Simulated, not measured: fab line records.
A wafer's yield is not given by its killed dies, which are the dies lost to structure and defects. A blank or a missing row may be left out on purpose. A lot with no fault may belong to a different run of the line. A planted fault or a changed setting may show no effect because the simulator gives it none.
A lot that was struck, set against a sound lot || flow nand harc || 14 out of 1302 route steps
Sound: the wafers L546.1, L546.4, L546.5. Struck: wafers L550.4, L550.5, L550.6. The cause is named last.
Order at every step that has rows: each side's tool, ch and its chambers, its first start. Under that, the readings that differ: sound wafers || struck wafers || difference of the means || sigmas: that difference in standard deviations of wafers without a fault.
alike: readings with means less than 2 such deviations apart, plus words and numbers identical on both sides. not compared: withheld readings, readings lacking a value on some wafer, bounds such as >300 that could conceal the same value, and numbers that have no deviation in the record and whose values overlap.
A row with sigmas, a row that says differs or no value, or rows on one side alone: a step with any of these is where the two part. Numbers that don't overlap but have no deviation are shown without sigmas and don't part them. A reading missing from all wafers of one side parts the sides only when that side holds two or more wafers.

NHARC_A_M0_PRE_CLEAN_29: time 30 s.
  sound on pvd sputter-03; struck on pvd sputter-03
  alike: heater power w
NHARC_A_M0_PVD_20: deposits TaN, target thk 5 nm, time 8.06 s.
  sound on pvd sputter-03; struck on pvd sputter-03
  alike: throttle valve pct
then, 2 steps without rows for these wafers: NHARC_A_M0_PVD_21 (deposits Cu, target thk 30 nm, time 20.49 s); NHARC_A_M0_ECD_22 (material Cu, target thk 400 nm).
NHARC_A_M0_ANNEAL_30: time 90 s.
  sound on rtp anneal-01 ch 0, day 23 18:17; struck on rtp anneal-01 ch 0, day 25 02:28
  alike: wafer_temp_C_max
then, 1 step without rows for these wafers: NHARC_A_M0_CMP_23 (polishes, t overpolish 20 s, target thk 113.75 nm).
NHARC_A_M0_THK_MEAS_24: measures by xrf.
  sound on film metro-01 at day 23 18:57; struck on film metro-02 at day 25 02:58
  alike: thk nm
then, 1 step without rows for these wafers: NHARC_A_M0_SRD_25.
NHARC_A_M0_INSPECT_27:
  sound on defect inspect-01 at day 23 19:06; struck on defect inspect-01 at day 25 03:07
  alike: raw defect count
NHARC_A_M0_PRE_CLEAN_31: time 12 s.
  sound on pecvd-01 ch 1,2, day 23 19:10; struck on pecvd-02 ch 0,1,2, day 25 03:14
  alike: heater power w
NHARC_A_M0_DEP_32: deposits SiCN, target thk 30 nm.
  sound on pecvd-01 ch 1,2, day 23 19:15; struck on pecvd-02 ch 0,1,2, day 25 03:24
  alike: chamber pressure Torr, heater power outer w, heater power w
NHARC_A_M1_DEP_00: deposits SiOC, target thk 182.5 nm.
  sound on pecvd-02 ch 0,1, day 23 19:40; struck on pecvd-02 ch 0,1,2, day 25 03:50
  no value came back on the struck wafers for chamber pressure Torr (Torr), rf fwd power W (W); on the sound wafers chamber pressure Torr (Torr) reads 5.017 4.994 5.014
then, 1 step without rows for these wafers: NHARC_A_M1_DEHYDRATE_01 (time 120 s).
NHARC_END_SORT_01:
  at this point the record logs the struck wafers (prober-01 ch 0, day 26 16:20) and has no rows for the sound ones

WHERE THEY PART
Last at NHARC_END_SORT_01 as far as this record goes, first at NHARC_A_M1_DEP_00.

WHY: what the simulator had put in
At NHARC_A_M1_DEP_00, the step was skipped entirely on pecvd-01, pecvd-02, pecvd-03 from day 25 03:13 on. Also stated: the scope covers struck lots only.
